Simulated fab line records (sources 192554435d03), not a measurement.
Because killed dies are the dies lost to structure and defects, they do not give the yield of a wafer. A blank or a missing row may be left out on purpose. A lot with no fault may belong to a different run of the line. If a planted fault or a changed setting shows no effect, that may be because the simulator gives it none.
Split-lot experiment / flow n5Finfet / route with 1938 steps; 7 lots, 21 wafers read

== THE SPLIT ITSELF ==
At N5_SDB_ETCH_25 (etches SiO2 in C4F6/O2, target depth 10 nm, time 3.3 s), the setting timeS was moved away from the recipe's 3.3 s on 7 of the 21 wafers read, by -21.9% to +14.2%. For the rest of the wafers, this setting stayed at what the recipe calls for.

Reading taken at the split's own step.

== THE READING ==
etch.depthNm (the simulator's own value, which no gauge read), in nm, at N5_SDB_ETCH_25 (etches SiO2 in C4F6/O2, target depth 10 nm, time 3.3 s). The file gives no usual value for it. Here, 14 wafers ran the recipe; their average is 9.972 nm with a standard deviation of 0.16 nm.

wafer=L076.1; tool, chamber at the split=rieDiel-02, 2; timeS as run, s=3.3; against the recipe=recipe; etch.depthNm, nm=9.919; against lot-mates on the recipe=-
wafer=L076.2; tool, chamber at the split=rieDiel-02, 0; timeS as run, s=3.3; against the recipe=recipe; etch.depthNm, nm=10; against lot-mates on the recipe=-
wafer=L076.6; tool, chamber at the split=rieDiel-02, 1; timeS as run, s=3.3; against the recipe=recipe; etch.depthNm, nm=9.837; against lot-mates on the recipe=-
wafer=L077.2; tool, chamber at the split=rieDiel-06, 0; timeS as run, s=3.3; against the recipe=recipe; etch.depthNm, nm=9.905; against lot-mates on the recipe=-
wafer=L077.4; tool, chamber at the split=rieDiel-06, 3; timeS as run, s=3.3; against the recipe=recipe; etch.depthNm, nm=10.1; against lot-mates on the recipe=-
wafer=L077.5; tool, chamber at the split=rieDiel-06, 1; timeS as run, s=3.3; against the recipe=recipe; etch.depthNm, nm=10.25; against lot-mates on the recipe=-
wafer=L081.4; tool, chamber at the split=rieDiel-02, 2; timeS as run, s=3.3; against the recipe=recipe; etch.depthNm, nm=9.99; against lot-mates on the recipe=-
wafer=L081.5; tool, chamber at the split=rieDiel-02, 3; timeS as run, s=3.537; against the recipe=+7.2%; etch.depthNm, nm=11.15; against lot-mates on the recipe=+1.213
wafer=L081.6; tool, chamber at the split=rieDiel-02, 2; timeS as run, s=3.3; against the recipe=recipe; etch.depthNm, nm=9.885; against lot-mates on the recipe=-
wafer=L080.2; tool, chamber at the split=rieDiel-04, 1; timeS as run, s=3.3; against the recipe=recipe; etch.depthNm, nm=10.26; against lot-mates on the recipe=-
wafer=L080.5; tool, chamber at the split=rieDiel-04, 1; timeS as run, s=3.3; against the recipe=recipe; etch.depthNm, nm=10.15; against lot-mates on the recipe=-
wafer=L080.6; tool, chamber at the split=rieDiel-04, 2; timeS as run, s=2.576; against the recipe=-21.9%; etch.depthNm, nm=7.579; against lot-mates on the recipe=-2.626
wafer=L084.1; tool, chamber at the split=rieDiel-06, 1; timeS as run, s=2.712; against the recipe=-17.8%; etch.depthNm, nm=8.439; against lot-mates on the recipe=-1.336
wafer=L084.4; tool, chamber at the split=rieDiel-06, 0; timeS as run, s=2.712; against the recipe=-17.8%; etch.depthNm, nm=8.033; against lot-mates on the recipe=-1.742
wafer=L084.5; tool, chamber at the split=rieDiel-06, 0; timeS as run, s=3.3; against the recipe=recipe; etch.depthNm, nm=9.775; against lot-mates on the recipe=-
wafer=L085.2; tool, chamber at the split=rieDiel-04, 2; timeS as run, s=3.3; against the recipe=recipe; etch.depthNm, nm=9.839; against lot-mates on the recipe=-
wafer=L085.3; tool, chamber at the split=rieDiel-04, 0; timeS as run, s=3.768; against the recipe=+14.2%; etch.depthNm, nm=11.42; against lot-mates on the recipe=+1.581
wafer=L085.5; tool, chamber at the split=rieDiel-04, 1; timeS as run, s=3.768; against the recipe=+14.2%; etch.depthNm, nm=11.55; against lot-mates on the recipe=+1.711
wafer=L095.1; tool, chamber at the split=rieDiel-04, 2; timeS as run, s=3.3; against the recipe=recipe; etch.depthNm, nm=9.733; against lot-mates on the recipe=-
wafer=L095.2; tool, chamber at the split=rieDiel-04, 3; timeS as run, s=2.694; against the recipe=-18.4%; etch.depthNm, nm=8.322; against lot-mates on the recipe=-1.527
wafer=L095.5; tool, chamber at the split=rieDiel-04, 0; timeS as run, s=3.3; against the recipe=recipe; etch.depthNm, nm=9.964; against lot-mates on the recipe=-

THE FIT
A straight line over all 21 wafers: etch.depthNm changes by +0.104 nm for each +1% of timeS; r = +0.98; the points scatter about the line by 0.19 nm.
The same after taking each lot's own level away (the mean of its wafers on the recipe; 21 wafers): +0.104 nm for each +1%; r = +0.98; scatter 0.21 nm.
Per that fit: largest timeS move, reading shift of 2.3 nm.
Across the lots, their own levels run from 9.7750 to 10.2050 nm, a range of 2.7 times the standard deviation given above.
The two slopes are in agreement: the lot-to-lot level therefore moves the slope only a little.
Check: for one of the wafers moved furthest among these (-21.9%), held out of the fit, the line's prediction against its lot-mates is -2.07 nm. It came out at -2.63 nm against them.

== THE OTHER SPLITS THESE WAFERS WENT THROUGH ==
Before the reading, these wafers also passed through other splits. Each is held against what the fit with the lots' levels taken away leaves over:
other split on the same wafers=N5_WELL_APT_COAT_02 spinRpm; wafers away from the commonest value=6; r with etch.depthNm (lot level and that fit taken away)=-0.47
other split on the same wafers=N5_FIN_SAQP_PECVD_06 timeS; wafers away from the commonest value=7; r with etch.depthNm (lot level and that fit taken away)=+0.16
other split on the same wafers=N5_FIN_SAQP_DEVELOP_15 developTimeS; wafers away from the commonest value=9; r with etch.depthNm (lot level and that fit taken away)=+0.01
other split on the same wafers=N5_FIN_CUT_ETCH_21 biasW; wafers away from the commonest value=10; r with etch.depthNm (lot level and that fit taken away)=+0.12
other split on the same wafers=N5_FIN_CUT_CUT_ETCH_26 timeS; wafers away from the commonest value=6; r with etch.depthNm (lot level and that fit taken away)=+0.08
other split on the same wafers=N5_DUMMY_GATE_COAT_28 spinRpm; wafers away from the commonest value=6; r with etch.depthNm (lot level and that fit taken away)=-0.23
other split on the same wafers=N5_SD_EPI_N_EPI_21 epiGrowthTimeS; wafers away from the commonest value=12; r with etch.depthNm (lot level and that fit taken away)=-0.23
other split on the same wafers=N5_SD_EPI_P_COAT_34 tempC; wafers away from the commonest value=8; r with etch.depthNm (lot level and that fit taken away)=+0.43

== FILE'S OWN FIT ==
etch.depthNm changes by +0.105 nm for each +1% of timeS, r = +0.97.
